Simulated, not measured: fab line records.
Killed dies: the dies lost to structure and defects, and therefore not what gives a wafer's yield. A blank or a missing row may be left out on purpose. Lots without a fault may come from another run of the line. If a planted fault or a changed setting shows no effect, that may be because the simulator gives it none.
Matching of chambers | flow n5 finfet | rie diel-06 running N5_BEOL_M13_ETCH_38: 4 sister chambers
The step etches SiCN in CF4/N2, target depth 67.5 nm, time 71.9 s. 4 wafers are shown with their chamber, then 8 later ones without.

== WAFERS WITH THEIR CHAMBER ==
wafer  | chamber | showerhead plenum p Torr (Torr)
L089.1 | 1       | 2.27
L088.1 | 2       | 2.34
L088.2 | 0       | 2.25
L087.1 | 3       | 2.13

== WAFERS WITH NO CHAMBER GIVEN ==
wafer  | showerhead plenum p Torr (Torr)
L087.5 | 2.27
L087.6 | 2.24
L094.2 | 2.34
L094.3 | 2.13
L094.5 | 2.34
L097.3 | 2.24
L097.5 | 2.13
L097.6 | 2.24

== WHICH CHAMBER EACH ONE RAN IN ==
wafer  | from the rows above | in truth
L087.5 | 1                   | 1
L087.6 | 0                   | 0
L094.2 | 2                   | 2
L094.3 | 3                   | 3
L094.5 | 2                   | 2
L097.3 | 0                   | 0
L097.5 | 3                   | 3
L097.6 | 0                   | 0
8 of 8 placed correctly. Number that these rows cannot place: 0. 0 placed wrongly.
How it was worked out, from the rows above alone: a wafer's distance from a chamber is the root of the sum, over the readings, of the square of ((its reading less the chamber's mean) divided by the reading's scatter). The wafer belongs to the nearest chamber; if the next one is less than 2 further off, it can't be placed. The mean given for a chamber averages the wafers shown for that chamber. The scatter (one wafer shown for each chamber): square how far every hidden wafer sits from the nearest shown wafer, average those squares and take the square root.
